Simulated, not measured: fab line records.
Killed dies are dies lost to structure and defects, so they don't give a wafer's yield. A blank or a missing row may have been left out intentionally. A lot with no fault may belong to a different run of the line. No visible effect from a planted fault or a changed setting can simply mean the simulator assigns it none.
The same fault as seen by 2 desks	flow n5_finfet	numbers are kept per desk, each desk with only its own; the story behind them comes last

## AT THE TOOL OWNER'S DESK: rie_diel-03
The tool's own readings at N5_BEOL_M4_ETCH_41 (etches SiCN in CH3F/O2, target depth 29.9 nm, time 52.5 s): means of the sampled wafers that have a number, for each lot that ran on this tool. Marked OUT: a lot whose mean sits more than 4 standard deviations from the usual mean, which makes it out of limits; the brackets give that distance.
Columns: A = drypump_motor_current_A at N5_BEOL_M4_ETCH_41, usual 5.6 A; B = oes_product_au at N5_BEOL_M4_ETCH_41, usual 0.81 a.u.; C = rf_vpp_V at N5_BEOL_M4_ETCH_41, usual 297.6 V; D = showerhead_plenum_p_Torr at N5_BEOL_M4_ETCH_41, usual 2.01 Torr; E = throttle_valve_pct at N5_BEOL_M4_ETCH_41, usual 16.29 %
lot	first seen here	A	B	C	D	E
L338	day 8 13:56	5.4	0.75	296.4	1.97	16.32
L339	day 10 18:42	5.0	0.79	297.8	2.02	16.32
L344	day 11 01:16	5.2	0.77	297.3	2.04	16.18
L348	day 12 07:10	5.0	0.76	296.8	2.01	16.40
Result from this desk: across the 4 lots, nothing is out of limits.

## AT THE METROLOGY DESK
Means of the sampled wafers that have a number, per lot and without regard to the tool the lot ran on: this is what the gauges read. Marked OUT: a lot whose mean sits more than 4 standard deviations from the usual mean, which makes it out of limits; the brackets give that distance. It has 10 readings; the 7 that lie furthest out on some lot are the ones shown.
Columns: A = DIBL_N at N5_BEOL_M4_RC_MEAS_101, usual 36.4 mV/V; B = DIBL_P at N5_BEOL_M4_RC_MEAS_101, usual 36.3 mV/V; C = IOFF_P at N5_BEOL_M4_RC_MEAS_101, usual 0.23 nA/um; D = ION_P at N5_BEOL_M4_RC_MEAS_101, usual 464 uA/um; E = SS_P at N5_BEOL_M4_RC_MEAS_101, usual 73.3 mV/dec; F = VT_N at N5_BEOL_M4_RC_MEAS_101, usual 250 mV; G = VT_P at N5_BEOL_M4_RC_MEAS_101, usual -249 mV
lot	first seen here	A	B	C	D	E	F	G
L338	day 8 18:06	35.2	33.5	0.17	450	72.4	254	-254
L341	day 10 17:10	36.1	36.0	0.26	479	73.2	246	-242
L339	day 10 23:16	35.1	35.0	0.24	471	72.8	252	-246
L344	day 11 07:48	38.9	39.7	0.27	463	74.4	247	-248
L348	day 12 11:34	33.6	33.7	0.15	454	72.2	256	-254
L358	day 14 20:07	36.4	36.3	0.24	467	73.0	249	-248
L360	day 15 13:37	35.2	35.3	0.21	464	72.5	252	-251
Result from this desk: across the 7 lots, nothing is out of limits.

## ALL TOGETHER
The desk of the tool owner found nothing out of limits.
At the metrology desk, nothing out of limits was observed.

## WHAT THE SIMULATOR HAD INSERTED
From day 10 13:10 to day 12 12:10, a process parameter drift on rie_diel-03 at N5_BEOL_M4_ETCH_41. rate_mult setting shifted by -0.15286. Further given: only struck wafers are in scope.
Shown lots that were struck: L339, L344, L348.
